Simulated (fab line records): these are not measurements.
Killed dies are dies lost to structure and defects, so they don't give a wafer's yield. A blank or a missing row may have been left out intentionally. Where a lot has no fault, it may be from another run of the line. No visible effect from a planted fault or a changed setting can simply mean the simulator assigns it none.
Struck lot and sound lot, side by side ; flow nand harc ; 14 steps out of a route of 1302
Sound: these wafers, L841.2, L841.3, L841.5. Struck: wafers L848.2, L848.4. The cause is named last.
For every step that has rows: the tool of each side, followed by ch and its chambers, followed by its first start. Under that, the readings that differ: sound wafers ; struck wafers ; difference of the means ; sigmas: that difference in standard deviations of wafers without a fault.
alike: a reading whose means differ by less than 2 such deviations, as well as words and numbers matching on both sides. not compared: withheld readings; readings where some wafer has no value; bounds like >300 that might hide an equal value; numbers whose values overlap and for which the record gives no deviation.
A row with sigmas, a row that says differs or no value, or rows on one side alone: a step with any of these is where the two part. Non-overlapping numbers with no deviation appear without sigmas and do not part them. A reading that every wafer of one side lacks parts them only if that side has two wafers or more.

first, 5 steps without rows for these wafers: NHARC_A_CHANNEL_HOLE_D1_SOFTBAKE_05 (time 55 s); NHARC_A_CHANNEL_HOLE_D1_EBR_06; NHARC_A_CHANNEL_HOLE_D1_EXPOSE_07 (exposes mask HOLE D1, target cd 100 nm); NHARC_A_CHANNEL_HOLE_D1_PEB_08 (peb time 65 s); NHARC_A_CHANNEL_HOLE_D1_DEVELOP_09 (develop time 35 s).
NHARC_A_CHANNEL_HOLE_D1_CD_MEAS_10 targets a cd of 100 nm.
  sound on cd sem-01 ch 0, day 9 01:44; struck on cd sem-01 ch 0, day 11 23:58
  alike: cd nm
NHARC_A_CHANNEL_HOLE_D1_OVL_MEAS_11:
  struck on overlay-02, day 12 00:03; sound on overlay-01, day 9 01:50
  alike: overlay x nm, overlay y nm
NHARC_A_CHANNEL_HOLE_D1_INSPECT_12:
  struck on defect inspect-01, day 12 00:05; sound on defect inspect-02, day 9 01:52
reading;sound;struck;difference;sigmas
raw defect count;13 9 5;3 1;-7;-3
NHARC_A_CHANNEL_HOLE_D1_DESCUM_15: chemistry O2, time 3 s.
  sound on rie diel-09 ch 2,3, day 9 01:55; struck on rie diel-07 ch 2,3, day 12 00:10
  alike: drypump motor current A, oes product au, rf vpp V, showerhead plenum p Torr, throttle valve pct
  not compared: rf hours counter h
NHARC_A_CHANNEL_HOLE_D1_ETCH_38: etches the open film in CF4, target depth 39 nm, time 65 s.
  sound on rie diel-09 ch 0,2, day 9 02:01; struck on rie diel-07 ch 0,2, day 12 00:14
  alike: drypump motor current A, oes product au, rf vpp V, run length s, showerhead plenum p Torr, throttle valve pct
  not compared: rf hours counter h
NHARC_A_CHANNEL_HOLE_D1_ETCH_39: etches the open film in N2/H2, target depth 260 nm, time 325 s.
  sound: rie diel-09 ch 0,1; struck: rie diel-07 ch 2,3
  alike: drypump motor current A, n2 flow sccm, oes product au, rf vpp V, run length s, showerhead plenum p Torr, throttle valve pct
  not compared: rf hours counter h
NHARC_A_CHANNEL_HOLE_D1_ETCH_34: etches the open film in CF4/CHF3, target depth 154 nm, time 77 s.
  sound: rie diel-09 ch 0,2; struck: rie diel-07 ch 0,1
  alike: drypump motor current A, oes product au, rf vpp V, run length s, showerhead plenum p Torr, throttle valve pct
  not compared: rf hours counter h
NHARC_A_CHANNEL_HOLE_D1_ETCH_16: etches the open film in O2/COS, target depth 3100 nm, time 806 s.
  sound on rie diel-09 ch 1,2,3, day 9 02:27; struck on rie diel-07 ch 2,3, day 12 01:07
reading;sound;struck;difference;sigmas
run length s (s);827.0 827.2 827.3;633.9 634.0;-193.2;-99 or more
  alike: drypump motor current A, oes product au, rf vpp V, showerhead plenum p Torr, throttle valve pct
  not compared: rf hours counter h
NHARC_A_CHANNEL_HOLE_D1_CD_MEAS_18:
  struck on cd sem-03, day 12 01:34; sound on cd sem-01, day 9 03:02
reading;sound;struck;difference;sigmas
cd nm (nm);101.2 101.8 101.5;95.3 96.0;-5.8;-3

WHERE THEY PART
Last at NHARC_A_CHANNEL_HOLE_D1_CD_MEAS_18 as far as this record goes, first at NHARC_A_CHANNEL_HOLE_D1_INSPECT_12.

WHY: what had been put in by the simulator
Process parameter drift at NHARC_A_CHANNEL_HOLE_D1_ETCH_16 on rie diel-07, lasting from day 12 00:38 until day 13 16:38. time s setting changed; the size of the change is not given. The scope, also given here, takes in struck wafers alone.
